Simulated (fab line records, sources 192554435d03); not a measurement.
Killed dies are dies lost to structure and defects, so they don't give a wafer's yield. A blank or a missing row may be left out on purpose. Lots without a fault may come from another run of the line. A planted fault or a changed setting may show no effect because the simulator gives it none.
Chamber matching | flow n5_finfet | N5_GATE_CUT_CMP_23 on cmp-03: 4 sister chambers
The step polishes, stops on SiO2, t overpolish 23.4 s, target thk 16 nm. 16 wafers are shown with their chamber, then 8 later ones without.

WAFERS WITH THEIR CHAMBER
wafer  | chamber | motor_current_A (A) | time_to_endpoint_s (s) | overpolish_run_s (s)
L074.3 | 2       | 8.1                 | 21.0                   | 23.406
L074.5 | 2       | 7.9                 | 20.5                   | 23.402
L074.6 | 3       | 9.0                 | 22.2                   | 23.398
L076.3 | 2       | 7.7                 | 20.3                   | 23.395
L076.4 | 1       | 10.6                | 20.8                   | 23.397
L076.6 | 3       | 9.3                 | 21.8                   | 23.398
L077.2 | 0       | 9.4                 | 21.8                   | 23.399
L077.5 | 1       | 10.6                | 17.2                   | 23.399
L077.6 | 0       | 9.8                 | 20.3                   | 23.395
L080.1 | 0       | 9.8                 | 18.8                   | 23.400
L080.2 | 1       | 10.7                | 19.1                   | 23.402
L080.4 | 2       | 7.7                 | 16.4                   | 23.387
L082.1 | 3       | 9.8                 | 18.5                   | 23.412
L082.2 | 2       | 7.9                 | 17.9                   | 23.404
L082.3 | 1       | 10.8                | 18.5                   | 23.400
L083.3 | 1       | 10.5                | 18.4                   | 23.391

SIGNATURES (means of the wafers above)
reading            | chamber 0 | chamber 1 | chamber 2 | chamber 3 | scatter within a chamber
motor_current_A    | 9.667     | 10.640    | 7.860     | 9.367     | 0.223
time_to_endpoint_s | 20.300    | 18.800    | 19.220    | 20.833    | 1.72
overpolish_run_s   | 23.39800  | 23.39780  | 23.39880  | 23.40267  | 0.00618
Rule: a wafer's distance from a chamber is the root of the sum, over the readings, of the square of ((its reading less the chamber's mean) divided by the reading's scatter). The wafer belongs to the nearest chamber; if the next one is less than 2 further off, it can't be placed. The scatter: the root of (the sum of the squares of (reading less its chamber's mean) over the shown wafers, divided by (wafers less chambers)).

WAFERS WITHOUT THEIR CHAMBER
wafer  | motor_current_A (A) | time_to_endpoint_s (s) | overpolish_run_s (s)
L083.4 | 9.7                 | 21.3                   | 23.415
L083.5 | 7.3                 | 19.1                   | 23.390
L088.1 | 10.4                | 15.6                   | 23.411
L088.3 | 7.4                 | 17.9                   | 23.405
L088.5 | 7.5                 | 16.4                   | 23.404
L089.1 | 7.3                 | 17.5                   | 23.403
L089.5 | 9.4                 | 20.3                   | 23.407
L089.6 | 7.9                 | 17.4                   | 23.402

WHICH CHAMBER EACH WENT THROUGH
wafer  | from the rows above     | in truth
L083.4 | can't be placed: 3 or 0 | 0
L083.5 | 2                       | 2
L088.1 | can't be placed: 1 or 0 | 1
L088.3 | 2                       | 2
L088.5 | 2                       | 2
L089.1 | 2                       | 2
L089.5 | can't be placed: 3 or 0 | 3
L089.6 | 2                       | 2
Placed correctly: 5 of 8. Can't be placed from these rows: 3 (the true chamber is among the candidates in 3). Placed wrongly: 0.
